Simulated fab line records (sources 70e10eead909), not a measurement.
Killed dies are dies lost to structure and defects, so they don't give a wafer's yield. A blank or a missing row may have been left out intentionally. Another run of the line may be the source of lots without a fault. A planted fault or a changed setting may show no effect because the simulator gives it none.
The tool behind it: which one? ; flow nand harc ; Sampling: 24 lots, 72 wafers, 4 of 1302 route steps

## WHAT THE GAUGES READ, wafer by wafer
NHARC_P_START_INSPECT_01. Usual: raw defect count reads 3.6 (standard deviation 1.8).
lot;measured;on;raw defect count;flag
L074;day 1 20:02;defect inspect-01;1 4 4;
L075;day 2 06:02;defect inspect-02;2 2 6;
L076;day 2 16:02;defect inspect-02;2 3 5;
L077;day 3 02:02;defect inspect-02;7 4 7;
L078;day 3 12:02;defect inspect-02;4 4 3;
L079;day 3 22:03;defect inspect-02;4 3 5;
L080;day 4 08:02;defect inspect-01;8 1 5;
L081;day 4 18:03;defect inspect-02;2 3 4;
L082;day 5 04:03;defect inspect-02;2 10 5;
L083;day 5 14:02;defect inspect-02;3 2 5;
L084;day 6 00:02;defect inspect-02;3 1 4;
L085;day 6 10:02;defect inspect-01;2 3 4;
L086;day 6 20:02;defect inspect-02;9 3 0;
L087;day 7 06:02;defect inspect-02;3 5 2;
L088;day 7 16:02;defect inspect-02;5 8 5;
L089;day 8 02:02;defect inspect-01;4 2 4;
L090;day 8 12:03;defect inspect-01;2 3 1;
L091;day 8 22:02;defect inspect-01;5 2 6;
L092;day 9 08:02;defect inspect-02;3 3 2;
L093;day 9 18:02;defect inspect-01;3 7 4;
L094;day 10 04:03;defect inspect-02;3 5 0;
L095;day 10 14:02;defect inspect-02;4 1 7;
L096;day 11 00:02;defect inspect-01;4 5 1;
L097;day 11 10:02;defect inspect-01;4 4 3;

NHARC_P_ZERO_WELL_CD_MEAS_11 targets a cd of 500 nm. Usual: cd nm reads 497.9 nm (standard deviation 2.4).
lot;measured;on;cd nm (nm);flag
L074;day 1 21:21;cd sem-02;496.8 496.9 500.9;
L075;day 2 07:07;cd sem-01;498.1 499.3 502.4;
L076;day 2 17:14;cd sem-01;496.4 496.9 501.4;
L077;day 3 03:14;cd sem-03;502.3 497.8 501.2;
L078;day 3 13:15;cd sem-01;496.5 496.1 498.4;
L079;day 3 23:08;cd sem-03;500.6 495.8 497.0;
L080;day 4 09:14;cd sem-03;493.8 494.6 496.4;
L081;day 4 19:15;cd sem-02;501.6 495.7 497.3;
L082;day 5 05:15;cd sem-01;497.6 499.7 499.7;
L083;day 5 15:14;cd sem-01;494.3 496.3 499.4;
L084;day 6 01:14;cd sem-02;498.8 499.2 505.2;
L085;day 6 11:07;cd sem-02;498.3 498.8 496.1;
L086;day 6 21:15;cd sem-02;493.8 492.9 494.3;
L087;day 7 07:14;cd sem-01;497.1 501.9 497.3;
L088;day 7 17:15;cd sem-02;498.9 497.1 494.6;
L089;day 8 03:14;cd sem-02;496.8 499.0 495.3;
L090;day 8 13:08;cd sem-01;499.5 494.6 498.7;
L091;day 8 23:07;cd sem-03;499.5 500.0 498.1;
L092;day 9 09:09;cd sem-01;495.2 498.4 497.2;
L093;day 9 19:07;cd sem-03;497.7 500.8 502.1;
L094;day 10 05:16;cd sem-03;493.6 500.1 494.7;
L095;day 10 15:14;cd sem-02;495.3 498.8 498.2;
L096;day 11 01:14;cd sem-02;495.7 495.5 499.5;
L097;day 11 11:15;cd sem-01;496.0 496.0 496.8;

NHARC_P_STI_CD_MEAS_09 targets a cd of 200 nm. Usual: cd nm reads 199 nm (standard deviation 4.1).
lot;measured;on;cd nm (nm);flag
L074;day 2 21:25;cd sem-02;204 202 206;
L075;day 3 08:17;cd sem-01;194 194 198;
L076;day 3 17:07;cd sem-03;204 202 205;
L077;day 4 00:48;cd sem-02;200 195 197;
L078;day 4 16:08;cd sem-02;203 202 200;
L079;day 4 21:40;cd sem-03;194 198 198;
L080;day 5 06:23;cd sem-01;203 201 208;
L081;day 5 18:03;cd sem-01;196 198 196;
L082;day 6 03:28;cd sem-02;198 197 192;
L083;day 6 14:10;cd sem-01;196 199 198;
L084;day 6 22:07;cd sem-02;197 195 198;
L085;day 7 07:44;cd sem-03;199 194 194;
L086;day 7 18:12;cd sem-01;207 206 204;
L087;day 8 05:59;cd sem-02;198 200 192;
L088;day 8 14:16;cd sem-03;207 203 206;
L089;day 9 02:03;cd sem-02;204 201 207;
L090;day 9 15:21;cd sem-03;198 197 195;
L091;day 9 20:34;cd sem-03;194 197 200;
L092;day 10 06:28;cd sem-02;205 204 204;
L093;day 10 19:01;cd sem-01;198 198 196;
L094;day 11 03:23;cd sem-01;196 193 195;
L095;day 11 16:24;cd sem-02;199 199 200;
L096;day 12 00:28;cd sem-02;194 198 196;
L097;day 12 13:22;cd sem-03;201 201 203;

## WHAT TOOL EACH LOT RAN ON (gives the tool, then ch and the chambers of the sampled wafers, and finally the start)
lot;NHARC_P_ZERO_WELL_DESCUM_54
L074;rie diel-13 ch 2,3, day 2 02:16
L075;rie diel-09 ch 1,2,3, day 2 13:29
L076;rie diel-04 ch 0,2,3, day 2 22:04
L077;rie diel-04 ch 0,2,3, day 3 07:59
L078;rie diel-13 ch 0,1,3, day 3 19:10
L079;rie diel-13 ch 1,2, day 4 03:39
L080;rie diel-09 ch 0,1,3, day 4 14:01
L081;rie diel-04 ch 0,3, day 4 23:55
L082;rie diel-13 ch 0,1, day 5 10:56
L083;rie diel-13 ch 1,2,3, day 5 19:53
L084;rie diel-09 ch 2,3, day 6 05:49
L085;rie diel-13 ch 0,1,2, day 6 15:40
L086;rie diel-04 ch 1,2,3, day 7 01:43
L087;rie diel-13 ch 1,2, day 7 13:34
L088;rie diel-04 ch 0,2,3, day 7 21:58
L089;rie diel-13 ch 1,2,3, day 8 09:01
L090;rie diel-13 ch 0,2,3, day 8 20:30
L091;rie diel-09 ch 1,2,3, day 9 03:50
L092;rie diel-13 ch 0,1,3, day 9 14:05
L093;rie diel-04 ch 0,1,2, day 10 00:57
L094;rie diel-13 ch 0,2, day 10 10:01
L095;rie diel-09 ch 1,2, day 10 20:04
L096;rie diel-09 ch 0,1,3, day 11 06:03
L097;rie diel-09 ch 0,1,2, day 11 16:11
- NHARC_P_ZERO_WELL_DESCUM_54: chemistry O2, time 3 s.

## AS READ BY THE TOOLS THEMSELVES (means over the sampled wafers that have a number; for cases with no such wafer, the mark the record gives instead)
NHARC_P_ZERO_WELL_DESCUM_54. Usual: drypump motor current A 5.6 A, standard deviation 0.34; oes product au 1.004 a.u., standard deviation 0.013; rf vpp V 57.8 V, standard deviation 0.96; showerhead plenum p Torr 1.94 Torr, standard deviation 0.093; throttle valve pct 11.313 %, standard deviation 0.0089.
lot;tool;drypump motor current A (A);oes product au (a.u.);rf vpp V (V);showerhead plenum p Torr (Torr);throttle valve pct (%);flag
L074;rie diel-13;5.2;0.989;57.6;2.05;11.312;
L075;rie diel-09;5.8;0.990;57.9;1.93;11.319;
L076;rie diel-04;5.8;1.009;56.2;1.91;11.312;
L077;rie diel-04;5.8;1.018;57.3;1.91;11.313;
L078;rie diel-13;5.5;0.992;57.5;1.95;11.312;
L079;rie diel-13;5.4;1.010;57.9;1.96;11.314;
L080;rie diel-09;5.8;0.995;57.8;1.85;11.318;
L081;rie diel-04;5.9;1.023;58.8;2.00;11.314;
L082;rie diel-13;5.7;1.016;57.0;1.90;11.326;
L083;rie diel-13;5.4;1.005;59.0;1.97;11.319;
L084;rie diel-09;5.9;0.992;58.3;1.97;11.314;
L085;rie diel-13;5.6;1.010;57.7;1.93;11.303;
L086;rie diel-04;5.7;1.012;58.7;1.85;11.312;
L087;rie diel-13;5.4;0.999;58.5;1.95;11.307;
L088;rie diel-04;5.8;1.012;57.8;1.90;11.313;
L089;rie diel-13;5.4;1.007;58.1;1.96;11.313;
L090;rie diel-13;5.3;1.007;57.2;1.99;11.304;
L091;rie diel-09;5.8;1.006;57.6;1.91;11.318;
L092;rie diel-13;5.6;1.006;57.7;1.93;11.312;
L093;rie diel-04;5.5;0.994;58.1;1.92;11.309;
L094;rie diel-13;5.5;1.008;58.2;1.95;11.312;
L095;rie diel-09;6.0;0.995;57.4;1.91;11.313;
L096;rie diel-09;5.8;1.010;57.7;1.94;11.303;
L097;rie diel-09;6.0;1.000;58.0;1.97;11.317;

## THE ANSWER, worked out from the rows above alone
Rule: a lot counts as off when the mean over its wafers that have a number is more than 3 standard deviations away from the usual mean. Also off: a lot with no number at a reading for which 4 or more lots have one. All remaining lots with rows at the step are treated as sound. After the gauges, taken in route order, come the tools' own readings; for these a lot's mean is taken, as printed above. The first step at which some lot is off is used, and at that step the reading that is off furthest; a lot without a number counts as furthest.
Nothing can be told from this: no lot is off at any reading shown.

## WHAT HAD BEEN PUT IN BY THE SIMULATOR
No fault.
